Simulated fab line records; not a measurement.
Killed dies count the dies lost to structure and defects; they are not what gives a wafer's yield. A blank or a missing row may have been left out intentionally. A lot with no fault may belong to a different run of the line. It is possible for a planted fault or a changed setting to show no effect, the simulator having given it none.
fab line records	flow n5_finfet
[record] lots = 5	wafers = 15	last_day = 18
route steps=1938 shown PMOS_HMC_CHANNEL_EPI@64 FIN_SAQP@90 PASSIVATION@1936
lots that met no fault: from a run of the same line without faults
start_h: hours from the record's first day to the start of the lot's first wafer shown	wait_h: how many hours have passed since the lot's step before this one	" identical to the entry in the row above	L1.1+2: several wafers, shown together as one row	- no value, or no start was given	* or withheld: withheld	< > ~ a bound
route shown NAME@n: NAME is a module with steps in the file, n the number in the route of the first one	usual: mean/standard deviation of fault-free wafers	same: alike in all rows	chamber/n: place in a boat	sites: the reading at each site	_std_site: standard deviation of those values	_edge_site: the outer-site mean with the inner-site mean subtracted	radius_mm: how far each site lies from the wafer's centre	mask NAME#n: copy n	behind: the last tool/chamber to shape the wafer	hold: why the lot went on hold/how many hours it stayed there/how the hold came to an end	device: names the non-switching transistor (n, p or np)	end of line: tests of these same wafers at the route's end	a step without rows: its recipe alone	killed: dies that structure and defects cost at the first sort, which is not the same as the wafer's yield	map: per-die view of a wafer (x killed, . not killed, _ where there is no die)
set.NAME: the setting that was run; set.NAME@STEP: the one run at that earlier step	model.NAME: the simulator's own value behind a step, which no gauge read
lots at some steps of the route; a table a step, a row a wafer
services: the hour from which a tool's chamber was out of use, counted from the record's first day as start_h (under 0 if before that day), plus the number of hours and why
[[steps]]
[step N5_PMOS_HMC_CHANNEL_EPI_DEVELOP_08]
[recipe] develop_time_s = 30	developer = TMAH	resist = CAR-ArF-block	dev_temp_c = 23	rinse_liquid = diw	dry = air_spin
[step N5_PMOS_HMC_CHANNEL_EPI_CD_MEAS_09]
[recipe] target_cd_nm = 237.4	landing_energy_ev = 500	detector = se_inlens
[usual] cd_nm = 237.5/0.91
lot.wafer	tool	chamber	start_h	wait_h	cd_nm
L730.2	cd_sem-03	0	17.57	-	238.3
L730.4	"	0	"	"	237.1
L730.6	"	0	"	"	238.0
L733.1	cd_sem-02	0	35.27	-	237.2
L733.3	"	0	"	"	237.1
L733.6	"	0	"	"	238.2
L743.4	cd_sem-01	0	97.53	-	238.4
L743.5	"	0	"	"	237.2
L743.6	"	0	"	"	238.8
L744.1	cd_sem-03	0	101.53	-	239.2
L744.4	"	0	"	"	236.7
L744.6	"	0	"	"	238.0
L748.1	cd_sem-02	0	125.21	-	237.7
L748.3	"	0	"	"	237.3
L748.5	"	0	"	"	237.7
[step N5_PMOS_HMC_CHANNEL_EPI_OVL_MEAS_10]
[recipe] points_per_wafer = 44
[usual] PMOS_HMC_BLK_OVL = 0.5/0.66
lot.wafer	tool	chamber	start_h	wait_h	PMOS_HMC_BLK_OVL[nm]
L730.2	overlay-01	0	17.60	0.0	0.3
L730.4	"	0	"	"	-0.5
L730.6	"	0	"	"	-0.6
L733.1	overlay-02	0	35.30	0.0	-0.2
L733.3	"	0	"	"	0.4
L733.6	"	0	"	"	-0.1
L743.4	overlay-02	0	97.55	0.0	-0.4
L743.5	"	0	"	"	-0.4
L743.6	"	0	"	"	0.1
L744.1	overlay-01	0	101.56	0.0	1.4
L744.4	"	0	"	"	1.4
L744.6	"	0	"	"	1.1
L748.1	overlay-02	0	125.24	0.0	0.8
L748.3	"	0	"	"	0.5
L748.5	"	0	"	"	0.1
[step N5_PMOS_HMC_CHANNEL_EPI_INSPECT_11]
[recipe] mode = adi	inspect_instrument = macro
[usual] raw_defect_count = 2.1/1.3
lot.wafer	tool	chamber	start_h	wait_h	raw_defect_count
L730.2	defect_inspect-02	-	17.63	0.0	1
L730.4	"	-	"	"	4
L730.6	"	-	"	"	3
L733.1	defect_inspect-01	-	35.32	0.0	1
L733.3	"	-	"	"	1
L733.6	"	-	"	"	2
L743.4	defect_inspect-01	-	97.58	0.0	0
L743.5	"	-	"	"	1
L743.6	"	-	"	"	2
L744.1	defect_inspect-01	-	101.58	0.0	1
L744.4	"	-	"	"	0
L744.6	"	-	"	"	1
L748.1	defect_inspect-01	-	125.26	0.0	0
L748.3	"	-	"	"	2
L748.5	"	-	"	"	2
[step N5_PMOS_HMC_CHANNEL_EPI_DESCUM_14]
[recipe] chemistry = O2	time_s = 7.9	source_power_w = 50	bias_power_w = 20	pressure_mtorr = 20	rf_frequency_hz = 2.712e+07	temp_c = 40	resist = CAR-ArF-block	o2_flow_sccm = 225
[step N5_PMOS_HMC_CHANNEL_EPI_ETCH_32]
[recipe] chemistry = N2/H2	target = BARC	stop_on = SiO2	target_depth_a = 858	over_etch_frac = 0.3	time_s = 50.3	ion_energy_ev = 200	mask_material = CAR-ArF-block	pressure_mtorr = 30	source_w = 840	bias_w = 150	n2_flow_sccm = 200	h2_flow_sccm = 200
[usual] drypump_motor_current_A = 5.7/0.72	oes_product_au = 0.65/0.055	rf_vpp_V = 524.0/2.9	showerhead_plenum_p_Torr = 2.55/0.1	throttle_valve_pct = 17.96/0.18
lot.wafer	tool	chamber	start_h	wait_h	drypump_motor_current_A	oes_product_au	rf_hours_counter_h	rf_vpp_V	showerhead_plenum_p_Torr	throttle_valve_pct
L730.2	rie_diel-05	0	17.73	0.0	6.7	0.63	151	521.4	2.42	18.12
L730.4	"	2	"	"	5.3	0.64	156	526.0	2.65	17.85
L730.6	"	1	"	"	6.7	0.67	-	521.3	2.45	17.93
L733.1	rie_diel-01	1	35.86	0.0	5.2	0.61	180	528.6	2.63	17.77
L733.3	"	2	"	"	5.5	0.69	104	525.2	2.54	17.90
L733.6	"	2	"	"	5.5	0.69	-	524.9	2.54	17.90
L743.4	rie_diel-06	2	97.65	0.0	6.5	0.59	241	522.3	2.51	17.94
L743.5	"	1	"	"	5.3	0.64	-	523.7	2.52	17.87
L743.6	"	2	"	"	6.5	0.59	-	522.0	2.51	17.93
L744.1	rie_diel-06	1	101.65	0.0	5.4	0.63	166	523.4	2.52	17.87
L744.4	"	0	"	"	6.4	0.73	49	528.5	2.70	17.54
L744.6	"	1	"	"	5.4	0.64	-	523.3	2.52	17.87
L748.1	rie_diel-01	0	125.33	0.0	5.0	0.67	140	528.1	2.65	18.10
L748.3	"	1	"	"	5.2	0.59	208	526.4	2.62	17.80
L748.5	"	0	"	"	5.0	0.67	-	526.9	2.65	18.10
[step N5_PMOS_HMC_CHANNEL_EPI_HM_OPEN_15]
[recipe] chemistry = CHF3/O2	target = SiO2	mask_material = CAR-ArF-block	target_depth_a = 406	CHF3_flow_sccm = 50	O2_flow_sccm = 5	Ar_flow_sccm = 200	time_s = 20.3	pressure_mtorr = 30	source_w = 650	bias_w = 170	ion_energy_ev = 200
[usual] drypump_motor_current_A = 5.7/0.71	oes_f_703_au = 0.75/0.065	oes_product_au = 0.76/0.067	rf_vpp_V = 524/10	showerhead_plenum_p_Torr = 2.42/0.084	throttle_valve_pct = 19.01/0.2
lot.wafer	tool	chamber	start_h	wait_h	drypump_motor_current_A	oes_f_703_au	oes_product_au	rf_hours_counter_h	rf_vpp_V	showerhead_plenum_p_Torr	throttle_valve_pct
L730.2	rie_diel-05	0	17.77	0.0	6.7	0.74	0.75	151	531	2.33	19.30
L730.4	"	2	"	"	5.3	0.73	0.74	156	525	2.51	18.89
L730.6	"	1	"	"	6.7	0.78	0.78	-	511	2.35	19.03
L733.1	rie_diel-01	1	35.91	0.0	5.2	0.72	0.74	180	530	2.50	18.86
L733.3	"	2	"	"	5.5	0.79	0.81	104	543	2.43	19.11
L733.6	"	2	"	"	5.6	0.79	0.81	-	541	2.43	19.08
L743.4	rie_diel-06	2	97.69	0.0	6.5	0.69	0.69	241	518	2.39	18.98
L743.5	"	1	"	"	5.4	0.72	0.72	-	528	2.39	18.91
L743.6	"	2	"	"	6.5	0.69	0.68	-	520	2.39	18.97
L744.1	rie_diel-06	1	101.70	0.0	5.4	0.72	0.73	166	524	2.39	18.91
L744.4	"	0	"	"	6.4	0.85	0.87	49	518	2.53	18.55
L744.6	"	1	"	"	5.4	0.72	0.74	-	526	2.39	18.93
L748.1	rie_diel-01	0	125.37	0.0	5.0	0.76	0.78	140	547	2.50	19.07
L748.3	"	1	"	"	5.2	0.71	0.70	208	529	2.49	18.92
L748.5	"	0	"	"	5.0	0.76	0.78	-	546	2.50	19.07
[step N5_PMOS_HMC_CHANNEL_EPI_STRIP_33]
[recipe] chemistry = N2/H2	power_w = 500	temp_c = 40	pressure_mtorr = 50	rf_frequency_hz = 6e+07	overash_fraction = 0.3	bias_power_w = 8	h2_frac = 0.5	n2_flow_sccm = 300	h2_flow_sccm = 300
[step N5_PMOS_HMC_CHANNEL_EPI_STRIP_17]
[recipe] chemistry = SPM	time_s = 750	temp_c = 130	h2so4_h2o2_vol_ratio = 4	dry = ipa_marangoni
[step N5_PMOS_HMC_CHANNEL_EPI_ETCH_38]
[recipe] chemistry = CF4	target = SiO2	target_depth_a = 15	ion_energy_ev = 350	pressure_mtorr = 10	icp_w = 800	bias_w = 400	cf4_flow_sccm = 80
[usual] drypump_motor_current_A = 5.6/0.6	oes_product_au = 1.005/0.015	throttle_valve_pct = 21.8/0.33
lot.wafer	tool	chamber	start_h	wait_h	drypump_motor_current_A	oes_product_au	rf_hours_counter_h	throttle_valve_pct
L730.2	rie_si-03	3	18.13	0.0	6.7	0.983	97	21.9
L730.4	"	1	"	"	5.3	1.014	17	21.6
L730.6	"	1	"	"	5.3	1.023	-	21.6
L733.1	rie_si-05	3	36.26	0.0	5.1	1.020	115	22.4
L733.3	"	0	"	"	5.5	1.005	31	21.4
L733.6	"	3	"	"	5.1	1.003	-	22.4
L743.4	rie_si-05	1	98.05	0.0	5.4	1.027	42	21.8
L743.5	"	3	"	"	5.1	1.027	-	22.4
L743.6	"	2	"	"	6.4	1.006	-	22.1
L744.1	rie_si-05	2	102.05	0.0	6.4	1.014	4	22.1
L744.4	"	0	"	"	5.5	1.011	32	21.4
L744.6	"	1	"	"	5.4	1.033	-	21.8
L748.1	rie_si-03	3	125.74	0.0	6.7	0.981	99	21.9
L748.3	"	2	"	"	5.9	1.020	189	21.9
L748.5	"	1	"	"	5.3	1.000	-	21.6
[step N5_PMOS_HMC_CHANNEL_EPI_FIN_RECESS_16]
[recipe] chemistry = HBr/Cl2	target = Si	mask_material = SiO2	target_depth_a = 540	time_s = 18	pressure_mtorr = 10	icp_w = 800	bias_w = 75	HBr_flow_sccm = 150	Cl2_flow_sccm = 80
[step N5_PMOS_HMC_CHANNEL_EPI_PRECLEAN_36]
[recipe] chemistry = O3/DIW	time_s = 45	temp_c = 22	o3_ppm = 10
[step N5_PMOS_HMC_CHANNEL_EPI_PRECLEAN_18]
[recipe] chemistry = DHF	time_s = 30	temp_c = 25	dilution = withheld
lot.wafer	tool	chamber	start_h	wait_h
L730.2+4+6	wet_bench-02	5,6,7	18.26	0.0
L733.1+3+6	wet_bench-04	7,5,6	36.40	0.0
L743.4+5+6	wet_bench-01	1,5,3	98.18	0.0
L744.1+4+6	wet_bench-01	5,1,6	102.19	0.0
L748.1+3+5	wet_bench-04	1,3,2	125.87	0.0
[step N5_PMOS_HMC_CHANNEL_EPI_SRD_19]
[recipe] dry = ipa_marangoni	do_ppb = 5	time_s = 30	temp_c = 23	rinse_liquid = diw
[step N5_PMOS_HMC_CHANNEL_EPI_EPI_20]
[recipe] material = SiGe30	mask_material = SiO2	pressure_torr = 20	target_thk_a = 590	temp_c = 600
[step N5_PMOS_HMC_CHANNEL_EPI_HM_STRIP_35]
[recipe] chemistry = dHF	temp_c = 25	material = SiO2	target = SiO2	target_depth_a = 396	time_s = 216
[step N5_PMOS_HMC_CHANNEL_EPI_SRD_39]
[recipe] dry = ipa_marangoni	time_s = 30	temp_c = 23	rinse_liquid = diw
[step N5_PMOS_HMC_CHANNEL_EPI_CMP_21]
[recipe] material = SiGe30	post_cmp_clean = alkaline_brush	target_thk_nm = 54
[usual] motor_current_A = 11.8/1.3	pad_life_wafers = 889/430	retaining_ring_pressure_frac = 1.000/0.005
lot.wafer	tool	chamber	start_h	wait_h	motor_current_A	pad_life_wafers	retaining_ring_pressure_frac
L730.4	cmp-03	1	19.65	0.0	13.1	2064	0.998
L730.2	"	2	"	"	12.5	2065	0.996
L730.6	"	1	"	"	12.7	-	0.999
L733.3	cmp-03	1	37.79	0.0	12.7	102	1.004
L733.1	"	0	"	"	11.3	105	0.995
L733.6	"	1	"	"	13.7	-	1.005
L743.4	cmp-03	0	99.58	0.0	10.6	624	0.998
L743.5	"	0	"	"	11.4	-	0.989
L743.6	"	1	"	"	12.6	-	0.993
L744.1	cmp-02	1	103.62	0.1	10.6	895	1.003
L744.4	"	2	"	"	12.2	896	0.993
L744.6	"	0	"	"	9.9	-	0.999
L748.1	cmp-04	0	127.26	0.0	11.5	1284	0.997
L748.3	"	3	"	"	10.2	1287	1.002
L748.5	"	0	"	"	10.5	-	0.995
[step N5_PMOS_HMC_CHANNEL_EPI_THK_MEAS_22]
[recipe] reads = SiGe30_of_PMOS_HMC_CHANNEL_EPI_EPI_20
[usual] HMC_CMP_THK = 53.8/0.73
lot.wafer	tool	chamber	start_h	wait_h	HMC_CMP_THK[nm]
L730.2	film_metro-02	-	19.95	-	53.3
L730.4	"	-	"	"	55.0
L730.6	"	-	"	"	54.9
L733.1	film_metro-01	-	38.08	-	54.8
L733.3	"	-	"	"	53.8
L733.6	"	-	"	"	54.0
L743.4	film_metro-02	-	99.88	-	55.5
L743.5	"	-	"	"	55.0
L743.6	"	-	"	"	53.4
L744.1	film_metro-02	-	103.87	-	53.5
L744.4	"	-	"	"	54.0
L744.6	"	-	"	"	54.9
L748.1	film_metro-01	-	127.56	-	53.2
L748.3	"	-	"	"	54.0
L748.5	"	-	"	"	53.7
[step N5_PMOS_HMC_CHANNEL_EPI_PRECLEAN_40]
[recipe] chemistry = DHF	time_s = 30	temp_c = 25	dilution = withheld
[step N5_PMOS_HMC_CHANNEL_EPI_PRECLEAN_37]
[recipe] chemistry = O3/DIW	time_s = 45	temp_c = 22	o3_ppm = 10
[step N5_PMOS_HMC_CHANNEL_EPI_PRECLEAN_24]
[recipe] chemistry = DHF	time_s = 30	temp_c = 25	dilution = withheld
[step N5_PMOS_HMC_CHANNEL_EPI_SRD_25]
[recipe] dry = ipa_marangoni	do_ppb = 5	time_s = 30	temp_c = 23	rinse_liquid = diw
[step N5_PMOS_HMC_CHANNEL_EPI_EPI_26]
[recipe] material = Si	target_thk_a = 38	temp_c = 650	precursor = SiH4/H2	pressure_torr = 20	time_s = 22.7
[step N5_FIN_SAQP_PRECLEAN_42]
[recipe] chemistry = O3/DIW	time_s = 60	temp_c = 22	o3_ppm = 10
[step N5_FIN_SAQP_PRECLEAN_00]
[recipe] chemistry = SC1	time_s = 60	temp_c = 55	mix = 1:2:50
[step N5_FIN_SAQP_PRECLEAN_44]
[recipe] chemistry = SC2	time_s = 45	temp_c = 35	mix = 1:1:50
[step N5_FIN_SAQP_SRD_01]
[recipe] dry = ipa_marangoni	time_s = 30	temp_c = 23	rinse_liquid = diw
[step N5_FIN_SAQP_ALD_61]
[recipe] material = SiO2	target_thk_a = 40	temp_c = 300	ald_precursor_family = BDEAS	ald_co_reactant = O2-plasma	pulse_time_s = 1	purge_time_s = 2	co_reactant_purge_time_s = 2	ald_cycles = 43	pressure_torr = 2
[step N5_FIN_SAQP_DENSIFY_62]
[recipe] temp_c = 700	time_s = 60	ambient = N2	idle_temp_c = 600	ramp_up_c_per_s = 150	ramp_down_c_per_s = 60	cool_to_c = 600
[step N5_FIN_SAQP_HM_DEP_03]
[recipe] material = SiNx	target_thk_a = 380	temp_c = 400	precursor = SiH4/NH3/N2	pressure_torr = 1.5	rf_w = 300	time_s = 33.6
[step N5_FIN_SAQP_THK_MEAS_05]
[usual] thk_nm = 37.7/0.54
lot.wafer	tool	chamber	start_h	wait_h	thk_nm
L730.2	film_metro-01	-	21.94	0.1	37.7
L730.4	"	-	"	"	38.2
L730.6	"	-	"	"	39.0
L733.1	film_metro-02	-	39.47	0.1	37.4
L733.3	"	-	"	"	37.6
L733.6	"	-	"	"	38.2
L743.4	film_metro-02	-	101.08	0.0	37.6
L743.5	"	-	"	"	38.2
L743.6	"	-	"	"	38.5
L744.1	film_metro-02	-	105.05	0.1	37.9
L744.4	"	-	"	"	38.1
L744.6	"	-	"	"	37.9
L748.1	film_metro-02	-	128.66	0.1	37.5
L748.3	"	-	"	"	37.5
L748.5	"	-	"	"	38.3
[step N5_FIN_SAQP_PECVD_47]
[recipe] material = a-Si	target_thk_a = 450	temp_c = 400	precursor = SiH4/He	pressure_torr = 3	rf_w = 100	time_s = 36.3
[step N5_FIN_SAQP_PECVD_48]
[recipe] material = SiNx	target_thk_a = 250	temp_c = 400	precursor = SiH4/NH3/N2	pressure_torr = 1.5	rf_w = 300	time_s = 22.1
[usual] heater_power_outer_w = 443/66	heater_power_w = 752/81	showerhead_plenum_p_Torr = 5.15/0.061	throttle_valve_pct = 40.4/1.2
lot.wafer	tool	chamber	start_h	wait_h	heater_power_outer_w	heater_power_w	showerhead_plenum_p_Torr	throttle_valve_pct
L730.2	pecvd-04	0	22.02	0.0	395	718	5.18	40.7
L730.4	"	1	"	"	392	667	5.22	39.8
L730.6	"	2	"	"	371	695	5.07	38.9
L733.1	pecvd-04	2	39.55	0.0	371	713	5.06	39.0
L733.3	"	1	"	"	481	753	5.23	39.7
L733.6	"	1	"	"	473	733	5.22	39.6
L743.4	pecvd-03	0	101.18	0.0	397	720	5.22	42.0
L743.5	"	2	"	"	464	789	5.10	40.4
L743.6	"	1	"	"	557	828	5.12	41.8
L744.1	pecvd-03	0	105.13	0.0	422	733	5.22	41.9
L744.4	"	1	"	"	483	698	5.13	41.6
L744.6	"	2	"	"	511	844	5.10	40.2
L748.1	pecvd-04	1	128.82	0.1	437	711	5.22	39.5
L748.3	"	1	"	"	436	708	5.22	39.9
L748.5	"	1	"	"	437	715	5.22	39.7
[step N5_FIN_SAQP_PECVD_06]
[recipe] material = a-Si	target_thk_a = 600	temp_c = 400	precursor = SiH4/He	pressure_torr = 3	rf_w = 100	time_s = 48.1
[step N5_FIN_SAQP_THK_MEAS_07]
[usual] thk_nm = 60.2/0.9
lot.wafer	tool	chamber	start_h	wait_h	thk_nm
L730.2	film_metro-02	-	22.15	0.1	58.4
L730.4	"	-	"	"	59.3
L730.6	"	-	"	"	60.1
L733.1	film_metro-01	-	39.68	0.1	58.6
L733.3	"	-	"	"	58.9
L733.6	"	-	"	"	59.1
L743.4	film_metro-01	-	101.29	0.0	61.2
L743.5	"	-	"	"	62.2
L743.6	"	-	"	"	60.7
L744.1	film_metro-02	-	105.26	0.1	59.9
L744.4	"	-	"	"	60.8
L744.6	"	-	"	"	61.8
L748.1	film_metro-01	-	129.14	0.2	58.8
L748.3	"	-	"	"	59.8
L748.5	"	-	"	"	60.0
[step N5_FIN_SAQP_HM_DEP_72]
[recipe] material = SiO2	target_thk_a = 120	temp_c = 400	precursor = SiH4/N2O	pressure_torr = 0.75	rf_w = 275	time_s = 7.2
[step N5_FIN_SAQP_COAT_49]
[recipe] resist = SOC	temp_c = 250	time_s = 60	spin_rpm = 1500	resist_thk_nm = 100
[step N5_FIN_SAQP_COAT_50]
[recipe] resist = SiARC	temp_c = 220	time_s = 60	spin_rpm = 1500	resist_thk_nm = 35
[step N5_FIN_SAQP_COAT_10]
[recipe] resist = CAR-ArF	spin_rpm = 1500	resist_thk_nm = 90
[step N5_PASSIVATION_PROBE_49]
[usual] defect_limited_yield = 91.0/1.5	killed_at_M0_to_M3 = 32/9.6	killed_at_M4_up = 13/4.7	killed_at_contacts = 13/7.2	killed_at_front_end = 44/13	killed_at_other = 4/3.4	killed_dies = 106/18	killed_on_rim = 14/4.2	killed_open = 70/13	killed_short = 35/8	sort_bin_5_function = 5.3/0.97	sort_bin_6_memory = 3.4/0.73	sort_n_pass = 1074/18	sort_yield_pct = 91.0/1.5
[same] gross_dies = 1180	killed_at_back_side = 0	sort_bin_4_leakage[%] = 0	sort_bin_8_speed[%] = 0
lot.wafer	tool	chamber	start_h	wait_h	defect_limited_yield[%]	killed_at_M0_to_M3	killed_at_M4_up	killed_at_contacts	killed_at_front_end	killed_at_other	killed_dies	killed_on_rim	killed_open	killed_short	sort_bin_5_function[%]	sort_bin_6_memory[%]	sort_n_pass	sort_yield_pct[%]
L748.1	prober-01	-	420.81	0.0	92.5	28	7	18	28	8	89	14	59	30	4.6	2.6	1091	92.5
L748.3	prober-01	-	420.91	0.1	89.5	57	14	19	29	5	124	17	78	42	6.4	3.7	1056	89.5
L748.5	prober-01	-	421.01	0.2	87.1	47	4	10	85	6	152	30	55	38	7.6	4.3	1028	87.1
// killed by level:class
L748.1 MOL_CONTACT_COAG:geometric_particle:open=13 FIN_SAQP:geometric_particle:open=11 BEOL_M3:geometric_particle:open=10 FIN_SAQP:geometric_particle:short=6 BEOL_M0_SAQP:geometric_particle:short=6 MOL_CONTACT_COAG:geometric_particle:short=5 BEOL_M0_SAQP:geometric_particle:open=5 BEOL_M2:geometric_particle:open=4
L748.3 BEOL_M0_SAQP:geometric_particle:open=18 BEOL_M3:geometric_particle:open=15 MOL_CONTACT_COAG:geometric_particle:open=12 FIN_SAQP:geometric_particle:open=7 BEOL_M4:geometric_particle:open=7 MOL_CONTACT_COAG:geometric_particle:short=6 BEOL_M3:geometric_particle:short=5 BEOL_M1:geometric_particle:short=5
L748.5 PMOS_HMC_CHANNEL_EPI:unspecified=58 BEOL_M3:geometric_particle:open=18 BEOL_M0_SAQP:geometric_particle:short=16 BEOL_M0_SAQP:geometric_particle:open=7 FIN_SAQP:geometric_particle:short=6 MOL_CONTACT_COAG:geometric_particle:open=6 FIN_SAQP:geometric_particle:open=5 GATE_CUT:geometric_particle:open=5
// map L748.5 (x killed, . not)
_________________.........x..________________
______________xx..x............._____________
___________xxxxx.xx................__________
__________xxxxxx.........x......x..._________
________xxxxxxxxxx........x..........._______
_______xxxxxxxxxxx.......xx..x.........______
______xxxxxxxxx...x......x.............._____
_____x..xxxxxx...........................____
____x.x.x.x..x....x......x........x....x..___
___x....x.xx.x...x..x.........x..........x.__
___.xxx...x..............x................x__
__.x.........x...........x.....x......x....._
__.............................x............_
_.............x....x.....x..x...x........x.x.
_.............xx.........x...........x.......
_.......................................x....
_x.......................................x...
_.....x....x..........................x.x..xx
_..............x......x..x.........x.xx......
_.......x.......x............................
_........x..........................x.x......
__x......x.................................._
__.................................x......x._
___..x................x....................__
___..........x...x...............x.........__
____............................x....x....___
_____.........x..........................____
______.......................x.........._____
_______.........x.....x......x.........______
________...............x.........x...._______
__________....x.....x...x....x..x..._________
___________.......................x__________
______________.......x..x.x....._____________
_________________......x....x________________
// map L733.3 (x killed, . not)
_________________.......x....________________
______________.................._____________
___________.x...x....x.......x.....__________
__________.........................._________
________..........x........x..x......._______
_______..........x.......x.x...........______
______..x.........x....x..x......x......_____
_____...x.............x............x.....____
____......x...x...........................___
___.......x........................x.......__
___.............x..x.....x.................__
__....x........x.....xx.x............x......_
__.....................x.......x............_
_.............x......................x...x...
_.x.....xxx.x............x.x...x.........x...
_.....................x..xx..................
_.......x.....x........x......xx......x.x....
_x.........x..........x......x....x..x..xx...
_.....x.x..x...........x............x........
_....x.....x........x......x.x.......x...x...
_....................x...........x.....x.....
__......x.....x.......................x.x..._
__......................x...x..x....x....x.._
___..x..............................x...xx.__
___...........x..x.......x.x....x..........__
____....x..xx...............x.............___
_____............................x.......____
______.....x............x..............._____
_______...x.............x............xx______
________.....x.......................x_______
__________..............x.......x.x._________
___________........x..........x....__________
______________..x..x......x.x..._____________
_________________..x....x....________________
[[services]]
tool	chamber	start_h	hours	kind
cmp-04	-	-3.31	3.4	repair
rie_diel-01	-	6.79	4.3	pm
pecvd-03	0	7.98	5.9	repair
cmp-02	-	8.40	1.4	repair
cmp-03	-	12.09	1.2	repair
cmp-03	-	14.15	2.2	repair
cmp-03	-	20.90	4.0	pm
rie_si-05	2	23.97	1.3	repair
wet_bench-02	-	59.12	1.9	pm
rie_si-05	1	61.31	6.5	repair
rie_diel-05	-	61.74	0.4	repair
wet_bench-04	-	66.67	2.9	repair
rie_diel-06	-	78.44	14.6	pm
cmp-04	-	84.65	1.4	repair
cmp-03	-	90.52	1.1	repair
cmp-04	-	93.13	3.8	repair
cmp-04	-	104.29	4.8	pm
cmp-04	-	110.98	0.7	repair
rie_si-03	0	125.66	9.2	repair
rie_diel-06	2	128.02	-	clean
rie_diel-06	2	128.02	-	consumable_replace:focus_ring
rie_diel-06	2	128.02	22.3	scheduled_down
rie_diel-06	2	128.02	22.3	vent_cycle
pecvd-04	0	128.16	4.9	repair
[[key]]
[first_sign] step = N5_PASSIVATION_PROBE_49	reading = killed_at_front_end	direction = up	sigmas = 3	usual = 44	struck = 85
[effect] step = N5_PASSIVATION_PROBE_49	reading = defect_limited_yield	direction = down	sigmas = 2.5	usual = 91.0	struck = 87.1
[more_kills_born_at] N5_PMOS_HMC_CHANNEL_EPI_PRECLEAN_18@wet_bench-04 = 58
met_at N5_PMOS_HMC_CHANNEL_EPI_PRECLEAN_18
struck_wafers L748.5
[fault] kind = chamber_particle_source	tool = wet_bench-04	chamber = 2	onset_h = 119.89	steps = N5_PMOS_HMC_CHANNEL_EPI_PRECLEAN_18	rate_per_visit_cm2 = 0.39333
